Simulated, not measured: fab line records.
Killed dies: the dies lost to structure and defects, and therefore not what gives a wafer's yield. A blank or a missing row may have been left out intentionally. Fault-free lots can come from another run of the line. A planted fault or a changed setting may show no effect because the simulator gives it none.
A single fault, viewed from 2 desks | flow n5 finfet | numbers are kept per desk, each desk with only its own; the story behind them comes last

== TOOL OWNER'S DESK, rie diel-04 ==
The tool's own readings at N5_BEOL_M3_TRENCH_ETCH_37 (etches SiOC in C4F6/O2, target depth 55.555 nm, time 29.2 s): means of the sampled wafers that have a number, for each lot that ran on this tool. The brackets show how far a lot's mean lies from the usual mean; more than 4 standard deviations puts the lot out of limits, marked OUT. Of its 8 readings 7 are shown: the one that was out of limits first, and those that lie furthest out on some lot.
Columns: A = O2_flow_sccm at N5_BEOL_M3_TRENCH_ETCH_37, usual 10.01 sccm; B = drypump motor current A at N5_BEOL_M3_TRENCH_ETCH_37, usual 5.7 A; C = oes_f_703_au at N5_BEOL_M3_TRENCH_ETCH_37, usual 0.79 a.u.; D = oes product au at N5_BEOL_M3_TRENCH_ETCH_37, usual 0.79 a.u.; E = rf fwd power W at N5_BEOL_M3_TRENCH_ETCH_37, usual 350.7 W; F = rf vpp V at N5_BEOL_M3_TRENCH_ETCH_37, usual 664 V; G = throttle valve pct at N5_BEOL_M3_TRENCH_ETCH_37, usual 20.78 %
lot  | first seen here | A     | B   | C    | D    | E                       | F              | G
L735 | day 9 10:21     | 10.04 | 5.8 | 0.69 | 0.69 | 348.5                   | 660            | 21.05
L738 | day 9 16:52     | 10.00 | 6.0 | 0.93 | 0.93 | 350.3                   | 669            | 20.54
L747 | day 12 02:47    | 9.96  | 5.9 | 0.58 | 0.73 | 137.6 (-99 or more) OUT | 791 (+9.0) OUT | 20.54
L750 | day 12 14:03    | 10.02 | 6.1 | 0.55 | 0.70 | 138.6 (-99 or more) OUT | 803 (+9.9) OUT | 20.37
L751 | day 12 20:08    | 10.01 | 5.9 | 0.57 | 0.72 | 137.0 (-99 or more) OUT | 792 (+9.1) OUT | 20.53
Finding of this desk: L747, L750, L751 out of limits; the first was L747 at day 12 02:47, on rf fwd power W at N5_BEOL_M3_TRENCH_ETCH_37. In limits: L735, L738.

== FROM THE METROLOGY DESK ==
Lot by lot, what the gauges showed, no matter which tool ran the lot: averages of those sampled wafers that carry a number. The brackets show how far a lot's mean lies from the usual mean; more than 4 standard deviations puts the lot out of limits, marked OUT. Of its 14 readings 7 are shown: the one that was out of limits first, and those that lie furthest out on some lot.
Columns: A = V2_OVL at N5_BEOL_M3_OVL_MEAS_29, usual 0.2 nm; B = trench depth nm at N5_BEOL_M3_OCD_MEAS_38, usual 55.2 nm; C = DIBL_N at N5_BEOL_M4_RC_MEAS_101, usual 36.0 mV/V; D = DIBL_P at N5_BEOL_M4_RC_MEAS_101, usual 36.0 mV/V; E = IOFF_N at N5_BEOL_M4_RC_MEAS_101, usual 0.155 nA/um; F = IOFF_P at N5_BEOL_M4_RC_MEAS_101, usual 0.20 nA/um; G = SS_P at N5_BEOL_M4_RC_MEAS_101, usual 73.2 mV/dec
lot  | first seen here | A    | B              | C    | D    | E     | F    | G
L734 | day 8 15:16     | 0.0  | 55.1           | 35.5 | 34.7 | 0.134 | 0.20 | 73.0
L735 | day 9 06:58     | 0.4  | 54.6           | 40.5 | 40.1 | 0.216 | 0.27 | 74.4
L738 | day 9 14:38     | 1.7  | 54.6           | 37.0 | 36.6 | 0.160 | 0.20 | 73.0
L741 | day 9 19:39     | 0.0  | 54.3           | 36.0 | 35.2 | 0.151 | 0.20 | 72.8
L743 | day 10 02:45    | -0.5 | 55.4           | 35.8 | 35.6 | 0.170 | 0.20 | 73.6
L747 | day 11 23:41    | 0.8  | 39.4 (-16) OUT | 36.2 | 37.7 | 0.159 | 0.19 | 73.6
L750 | day 12 12:28    | 0.6  | 39.4 (-16) OUT | 37.6 | 36.7 | 0.168 | 0.22 | 73.8
L751 | day 12 15:39    | 0.4  | 38.9 (-16) OUT | 33.6 | 33.1 | 0.129 | 0.18 | 72.4
L753 | day 12 19:27    | 0.2  | 55.1           | 37.1 | 35.7 | 0.166 | 0.22 | 73.5
L752 | day 13 02:37    | -0.3 | 54.9           | 33.5 | 33.7 | 0.129 | 0.17 | 72.8
Finding of this desk: L747, L750, L751 out of limits; the first was L747 at day 12 02:57, on trench depth nm at N5_BEOL_M3_OCD_MEAS_38. In limits: L734, L735, L738, L741, L743, L753, L752.

== PUT TOGETHER ==
An alarm could have come from the tool owner's desk at day 12 02:47, on L747, L750, L751.
L747, L750, L751 would have let the metrology desk raise an alarm at day 12 02:57.
Of the lots named, all ran N5_BEOL_M3_TRENCH_ETCH_37 on rie diel-04.

== WHAT WAS PUT IN BY THE SIMULATOR ==
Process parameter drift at N5_BEOL_M3_TRENCH_ETCH_37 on rie diel-04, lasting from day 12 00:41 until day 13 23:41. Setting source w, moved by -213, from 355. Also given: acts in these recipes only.
Struck lots among those shown: L747, L750, L751.
Time in hours from fault onset to the first out-of-limits reading at each desk: tool owner's desk 2, metrology desk 2.
